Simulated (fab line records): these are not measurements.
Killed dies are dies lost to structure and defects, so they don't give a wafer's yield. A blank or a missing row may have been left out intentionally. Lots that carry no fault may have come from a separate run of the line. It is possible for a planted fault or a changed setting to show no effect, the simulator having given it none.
Matching of chambers	flow n5-finfet	pecvd-03 running N5_PMOS_HMC_CHANNEL_EPI_HM_DEP_34: 3 sister chambers
The step deposits SiO2 from TEOS/O2, target thk 36 nm, time 6.9 s. 6 wafers are shown with their chamber, then 10 later ones without.

== WAFERS WITH THEIR CHAMBER ==
wafer	chamber	throttle-valve-pct (%)	showerhead-plenum-p-Torr (Torr)
L085.2	2	17.1	8.30
L090.1	2	17.5	8.31
L090.2	1	20.4	8.37
L090.3	0	19.3	8.37
L092.4	1	20.4	8.38
L092.5	0	19.0	8.36

== WAFERS WHOSE CHAMBER IS MISSING ==
wafer	throttle-valve-pct (%)	showerhead-plenum-p-Torr (Torr)
L092.6	17.4	8.31
L093.1	20.4	8.35
L093.4	17.4	8.30
L093.6	20.5	8.36
L094.1	20.1	8.36
L094.2	18.9	8.36
L094.3	17.4	8.29
L096.1	17.4	8.32
L096.3	20.7	8.36
L096.4	17.4	8.33

== EACH ONE'S CHAMBER ==
wafer	from the rows above	in truth
L092.6	2	2
L093.1	1	1
L093.4	2	2
L093.6	1	1
L094.1	1	1
L094.2	0	0
L094.3	2	2
L096.1	2	2
L096.3	1	1
L096.4	2	2
Correct placement for 10 of the 10. Left unplaced by these rows: 0. 0 placed wrongly.
How it was worked out, from the rows above alone: a wafer's distance from a chamber is the root of the sum, over the readings, of the square of ((its reading less the chamber's mean) divided by the reading's scatter). If the next closest chamber is less than 2 further off than the closest, the wafer can't be placed; otherwise it belongs to the closest. Each chamber's mean is taken over the wafers shown for it. The scatter is the square root of a quotient: the sum, over the shown wafers, of each reading's squared deviation from its chamber's mean, divided by wafers minus chambers.
